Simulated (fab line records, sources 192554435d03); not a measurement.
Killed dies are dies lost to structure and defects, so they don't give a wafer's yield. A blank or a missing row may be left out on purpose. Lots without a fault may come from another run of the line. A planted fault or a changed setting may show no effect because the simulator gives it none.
Chamber matching | flow n5_finfet | N5_BEOL_M6_PECVD_70 on pecvd-03: 3 sister chambers
The step deposits SiO2 from TEOS/O2, target thk 20 nm, time 22.7 s. 6 wafers are shown with their chamber, then 8 later ones without.

WAFERS WITH THEIR CHAMBER
wafer  | chamber | throttle_valve_pct (%) | showerhead_plenum_p_Torr (Torr)
L087.2 | 0       | 21.5                   | 8.79
L087.6 | 1       | 23.5                   | 8.90
L090.3 | 0       | 21.9                   | 8.79
L090.4 | 1       | 23.1                   | 8.90
L090.6 | 2       | 20.4                   | 8.69
L091.2 | 2       | 20.6                   | 8.72

WAFERS WITHOUT THEIR CHAMBER
wafer  | throttle_valve_pct (%) | showerhead_plenum_p_Torr (Torr)
L091.4 | 23.3                   | 8.90
L091.5 | 21.9                   | 8.79
L094.2 | 20.4                   | 8.71
L094.3 | 23.1                   | 8.89
L094.6 | 20.4                   | 8.73
L095.1 | 20.5                   | 8.69
L095.3 | 23.7                   | 8.87
L095.5 | 21.7                   | 8.78

WHICH CHAMBER EACH WENT THROUGH
wafer  | from the rows above | in truth
L091.4 | 1                   | 1
L091.5 | 0                   | 0
L094.2 | 2                   | 2
L094.3 | 1                   | 1
L094.6 | 2                   | 2
L095.1 | 2                   | 2
L095.3 | 1                   | 1
L095.5 | 0                   | 0
Placed correctly: 8 of 8. Can't be placed from these rows: 0. Placed wrongly: 0.
How it was worked out, from the rows above alone: a wafer's distance from a chamber is the root of the sum, over the readings, of the square of ((its reading less the chamber's mean) divided by the reading's scatter). The wafer belongs to the nearest chamber; if the next one is less than 2 further off, it can't be placed. A chamber's mean is the mean of its shown wafers. The scatter: the root of (the sum of the squares of (reading less its chamber's mean) over the shown wafers, divided by (wafers less chambers)).
